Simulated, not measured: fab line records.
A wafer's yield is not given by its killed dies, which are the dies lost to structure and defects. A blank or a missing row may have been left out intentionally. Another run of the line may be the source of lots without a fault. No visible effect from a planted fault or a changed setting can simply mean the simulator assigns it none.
Matching of chambers	flow n5Finfet	rieDiel-04 running N5_BEOL_M1_ETCH_63: 4 sister chambers
The step etches SiARC in CF4, target depth 15.6 nm, time 26 s. 24 wafers are shown with their chamber, then 12 later ones without.

## WAFERS, EACH WITH ITS CHAMBER
wafer	chamber	showerheadPlenumPTorr (Torr)	drypumpMotorCurrentA (A)	oesProductAu (a.u.)
L075.3	2	2.06	5.7	0.62
L075.4	3	2.23	5.4	0.63
L075.6	2	2.06	5.7	0.62
L076.1	0	2.11	5.6	0.74
L076.2	1	2.11	4.9	0.59
L076.3	3	2.23	5.4	0.63
L076.4	2	2.06	5.7	0.63
L076.5	2	2.06	5.7	0.62
L076.6	3	2.23	5.4	0.63
L077.1	2	2.06	5.7	0.62
L077.4	1	2.11	5.0	0.57
L077.5	1	2.11	5.0	0.58
L081.1	0	2.11	5.6	0.73
L081.3	3	2.22	5.4	0.62
L081.6	0	2.11	5.7	0.73
L082.1	1	2.10	5.0	0.58
L082.4	0	2.11	5.7	0.73
L082.5	0	2.11	5.6	0.73
L084.2	2	2.05	5.7	0.61
L084.4	3	2.22	5.4	0.61
L084.5	1	2.10	5.0	0.58
L086.1	1	2.10	5.0	0.57
L086.3	0	2.11	5.7	0.71
L086.4	2	2.05	5.7	0.62

SIGNATURES, as means of the wafers listed above
reading	chamber 0	chamber 1	chamber 2	chamber 3	scatter within a chamber
showerheadPlenumPTorr	2.1100	2.1050	2.0571	2.2260	0.00454
drypumpMotorCurrentA	5.650	4.983	5.700	5.400	0.0342
oesProductAu	0.7283	0.5783	0.6200	0.6240	0.00802
Rule: for a wafer and a chamber, the distance is found by dividing, reading by reading, the gap between the wafer's reading and the chamber's mean by the reading's scatter, squaring, summing and taking the root. The wafer belongs to the nearest chamber; if the next one is less than 2 further off, it can't be placed. The scatter is the square root of a quotient: the sum, over the shown wafers, of each reading's squared deviation from its chamber's mean, divided by wafers minus chambers.

## WAFERS WHOSE CHAMBER IS MISSING
wafer	showerheadPlenumPTorr (Torr)	drypumpMotorCurrentA (A)	oesProductAu (a.u.)
L092.1	2.05	5.7	0.60
L092.2	2.21	5.4	0.60
L092.5	2.05	5.7	0.60
L093.3	2.10	5.6	0.71
L093.4	2.10	5.0	0.56
L093.6	2.05	5.7	0.61
L096.2	2.05	5.7	0.61
L096.3	2.10	5.7	0.71
L096.4	2.10	5.7	0.70
L097.1	2.05	5.7	0.61
L097.3	2.10	5.6	0.70
L097.6	2.10	5.7	0.70

## WHICH CHAMBER EACH WENT THROUGH
wafer	from the rows above	in truth
L092.1	2	2
L092.2	3	3
L092.5	2	2
L093.3	0	0
L093.4	1	1
L093.6	2	2
L096.2	2	2
L096.3	0	0
L096.4	0	0
L097.1	2	2
L097.3	0	0
L097.6	0	0
Correct placement for 12 of the 12. Not placeable from these rows: 0. Placed wrongly: 0.
